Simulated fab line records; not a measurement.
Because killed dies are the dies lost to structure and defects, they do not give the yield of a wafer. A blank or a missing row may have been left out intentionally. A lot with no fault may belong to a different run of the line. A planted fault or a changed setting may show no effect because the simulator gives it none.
What tool caused it? + flow n5-finfet + Sampling: 11 lots, 32 wafers, 5 of 1938 route steps

== WHAT EACH GAUGE READ, for each wafer ==
The record lacks any reading of a measuring or inspecting step that a usual standard deviation could be used to judge.

== WHICH TOOL RAN EACH LOT (tool, then ch and the chambers of the sampled wafers, then the start) ==
| lot  | N5_BEOL_M6_PRECLEAN_42              | N5_MIM_TOP_ALD_02                           | N5_MIM_TOP_ETCH_PECVD_03        | N5_MIM_BOT_ETCH_ETCH_04            | N5_PASSIVATION_PROBE_49 |
|------|-------------------------------------|---------------------------------------------|---------------------------------|------------------------------------|-------------------------|
| L800 | wet-bench-04 ch 5,6,7, day 10 11:33 | ald-hk-02 ch 0,2, day 14 00:43 or earlier   | pecvd-04 ch 1,2, day 14 00:43   | rie-diel-05 ch 1,2, day 14 01:16   | -                       |
| L801 | wet-bench-02 ch 1,4,7, day 10 13:59 | ald-hk-03 ch 0,2,3, day 14 00:42 or earlier | pecvd-03 ch 0,1,2, day 14 00:42 | rie-diel-06 ch 1,2,3, day 14 01:11 | -                       |
| L803 | wet-bench-04 ch 2,3,4, day 10 17:43 | ald-hk-01 ch 2,3, day 14 03:47 or earlier   | pecvd-03 ch 0,1, day 14 03:47   | rie-diel-05 ch 1,2, day 14 04:17   | -                       |
| L804 | wet-bench-06 ch 1,4,5, day 10 19:50 | ald-hk-02 ch 1,2,3, day 14 06:35 or earlier | pecvd-03 ch 0,1,2, day 14 06:35 | rie-diel-02 ch 1,2, day 14 07:19   | prober-01, day 14 21:34 |
| L806 | wet-bench-04 ch 0,3,5, day 11 14:51 | ald-hk-03 ch 0,2,3, day 14 22:34 or earlier | pecvd-04 ch 0,2, day 14 22:34   | rie-diel-05 ch 0,2, day 15 00:14   | -                       |
| L805 | wet-bench-06 ch 0,2,3, day 11 21:14 | ald-hk-02 ch 1,2,3, day 15 04:17 or earlier | pecvd-02 ch 0,1,2, day 15 04:17 | rie-diel-02 ch 1,3, day 15 05:03   | -                       |
| L810 | wet-bench-02 ch 2,3,5, day 12 18:08 | ald-hk-01 ch 0,1,2, day 16 17:40 or earlier | pecvd-03 ch 0,1,2, day 16 17:40 | rie-diel-06 ch 1,2,3, day 16 18:17 | prober-01, day 17 06:13 |
| L813 | wet-bench-06 ch 2,3,7, day 13 17:42 | ald-hk-02 ch 0,2,3, day 17 00:41 or earlier | pecvd-02 ch 0,2, day 17 00:41   | rie-diel-06 ch 0,2,3, day 17 01:20 | -                       |
| L814 | wet-bench-02 ch 2,3,7, day 13 19:04 | ald-hk-02 ch 0,1,2, day 17 06:44 or earlier | pecvd-02 ch 0,2, day 17 06:44   | rie-diel-05 ch 0,1, day 17 07:27   | prober-01, day 17 18:25 |
| L816 | wet-bench-02 ch 3,4,5, day 14 06:08 | ald-hk-03 ch 0,1,3, day 17 17:27 or earlier | pecvd-02 ch 0,2, day 17 17:27   | rie-diel-05 ch 0,1, day 17 19:21   | prober-02, day 18 04:08 |
| L820 | wet-bench-04 ch 5,6, day 16 01:32   | ald-hk-03 ch 1,3, day 19 06:26 or earlier   | pecvd-04 ch 0,2, day 19 06:26   | rie-diel-05 ch 3, day 19 06:55     | -                       |
- N5_BEOL_M6_PRECLEAN_42: cleans in residue remover, time 60 s.
- N5_MIM_TOP_ALD_02: deposits Al2O3, purge time 3 s, co reactant pulse time 3 s.
- N5_MIM_TOP_ETCH_PECVD_03: deposits SiNx from SiH4/NH3/N2, target thk 20 nm, time 17.6 s.
- N5_MIM_BOT_ETCH_ETCH_04: etches SiNx in CF4/O2, target depth 26 nm, time 13 s.
- N5_PASSIVATION_PROBE_49

== AS READ BY THE TOOLS THEMSELVES (means over the sampled wafers that have a number; for cases with no such wafer, the mark the record gives instead) ==
N5_MIM_TOP_ALD_02.
| lot  | tool      | precursor-pulse-height-rel |
|------|-----------|----------------------------|
| L800 | ald-hk-02 | 1.010                      |
| L801 | ald-hk-03 | 1.004                      |
| L803 | ald-hk-01 | 1.009                      |
| L804 | ald-hk-02 | 0.996                      |
| L806 | ald-hk-03 | 0.996                      |
| L805 | ald-hk-02 | 1.013                      |
| L810 | ald-hk-01 | 0.989                      |
| L813 | ald-hk-02 | 1.006                      |
| L814 | ald-hk-02 | 1.008                      |
| L816 | ald-hk-03 | 0.995                      |
| L820 | ald-hk-03 | 0.990                      |

N5_MIM_TOP_ETCH_PECVD_03.
| lot  | tool     | heater-power-w (W) | showerhead-plenum-p-Torr (Torr) | throttle-valve-pct (%) |
|------|----------|--------------------|---------------------------------|------------------------|
| L800 | pecvd-04 | 628                | 5.17                            | 39.8                   |
| L801 | pecvd-03 | 858                | 5.14                            | 38.4                   |
| L803 | pecvd-03 | 865                | 5.11                            | 38.4                   |
| L804 | pecvd-03 | 876                | 5.14                            | 38.4                   |
| L806 | pecvd-04 | 754                | 5.15                            | 41.4                   |
| L805 | pecvd-02 | 807                | 5.22                            | 39.5                   |
| L810 | pecvd-03 | 878                | 5.14                            | 38.4                   |
| L813 | pecvd-02 | 751                | 5.26                            | 39.6                   |
| L814 | pecvd-02 | 823                | 5.23                            | 39.1                   |
| L816 | pecvd-02 | 742                | 5.26                            | 39.7                   |
| L820 | pecvd-04 | 730                | 5.15                            | 41.0                   |

N5_MIM_BOT_ETCH_ETCH_04.
| lot  | tool        | drypump-motor-current-A (A) | oes_ar_750_au (a.u.) | oes-product-au (a.u.) | rf-vpp-V (V) | showerhead-plenum-p-Torr (Torr) | throttle-valve-pct (%) |
|------|-------------|-----------------------------|----------------------|-----------------------|--------------|---------------------------------|------------------------|
| L800 | rie-diel-05 | 5.2                         | 0.71                 | 0.69                  | 233          | 2.17                            | 15.93                  |
| L801 | rie-diel-06 | 5.6                         | 0.82                 | 0.82                  | 243          | 2.18                            | 15.62                  |
| L803 | rie-diel-05 | 5.6                         | 0.75                 | 0.74                  | 231          | 2.16                            | 15.91                  |
| L804 | rie-diel-02 | 5.3                         | 0.71                 | 0.70                  | 238          | 2.23                            | 16.23                  |
| L806 | rie-diel-05 | 6.0                         | 0.77                 | 0.76                  | 229          | 2.13                            | 15.95                  |
| L805 | rie-diel-02 | 5.5                         | 0.81                 | 0.82                  | 232          | 2.23                            | 16.21                  |
| L810 | rie-diel-06 | 5.6                         | 0.80                 | 0.80                  | 242          | 2.18                            | 15.66                  |
| L813 | rie-diel-06 | 5.2                         | 0.77                 | 0.78                  | 239          | 2.20                            | 15.94                  |
| L814 | rie-diel-05 | 5.8                         | 0.70                 | 0.68                  | 233          | 2.13                            | 16.08                  |
| L816 | rie-diel-05 | 5.4                         | 0.67                 | 0.66                  | 234          | 2.15                            | 16.06                  |
| L820 | rie-diel-05 | 5.6                         | 0.94                 | 0.94                  | 237          | 2.25                            | 15.67                  |

N5_PASSIVATION_PROBE_49.
| lot  | tool      | defect-limited-yield (%) | killed_at_M0_to_M3 | killed_at_M4_up | killed-at-contacts | killed-at-front-end | killed-at-other | killed-dies | killed-on-rim | killed-open | killed-short | sort_bin_4_leakage (%) | sort_bin_5_function (%) | sort_bin_6_memory (%) | sort_bin_8_speed (%) | sort-n-pass | sort-yield-pct (%) |
|------|-----------|--------------------------|--------------------|-----------------|--------------------|---------------------|-----------------|-------------|---------------|-------------|--------------|------------------------|-------------------------|-----------------------|----------------------|-------------|--------------------|
| L804 | prober-01 | 91.6                     | 29                 | 11              | 19                 | 39                  | 1.3             | 99          | 11            | 65          | 35           | 0.00                   | 5.1                     | 3.0                   | 0.1                  | 1080        | 91.5               |
| L810 | prober-01 | 92.3                     | 30                 | 9               | 14                 | 34                  | 5.0             | 91          | 13            | 59          | 31           | 0.00                   | 4.4                     | 3.1                   | 0.0                  | 1089        | 92.3               |
| L814 | prober-01 | 85.7                     | 24                 | 90              | 17                 | 35                  | 2.0             | 168         | 18            | 62          | 24           | 0.00                   | 9.2                     | 3.6                   | 0.0                  | 1012        | 85.7               |
| L816 | prober-02 | 83.8                     | 35                 | 98              | 11                 | 43                  | 3.7             | 191         | 21            | 69          | 36           | 0.00                   | 10.4                    | 4.7                   | 0.0                  | 989         | 83.8               |

== THE ANSWER, worked out from the rows above alone ==
Rule: the usual values come from the lots themselves. Put in order of their means at a reading, lots are off if they are a third of the lots or fewer, leave a main group of 4 or more, and stand apart from it by a gap of 3 or more times the standard deviation of the main group's means; of several such gaps the widest counts. A main group is skipped when, at the precision printed for the reading in the tables above, its means are all equal. A lot without any number at a reading at which 4 lots or more have one is off too. Where the step has rows for the other lots, those lots are counted as sound. After the gauges, taken in route order, come the tools' own readings; for these a lot's mean is taken, as printed above. The first step at which some lot is off is used, and at that step the reading that is off furthest; a lot without a number counts as furthest.
Across all readings shown, no lot is off: no conclusion can be drawn from this.

== WHAT THE SIMULATOR HAD PUT IN ==
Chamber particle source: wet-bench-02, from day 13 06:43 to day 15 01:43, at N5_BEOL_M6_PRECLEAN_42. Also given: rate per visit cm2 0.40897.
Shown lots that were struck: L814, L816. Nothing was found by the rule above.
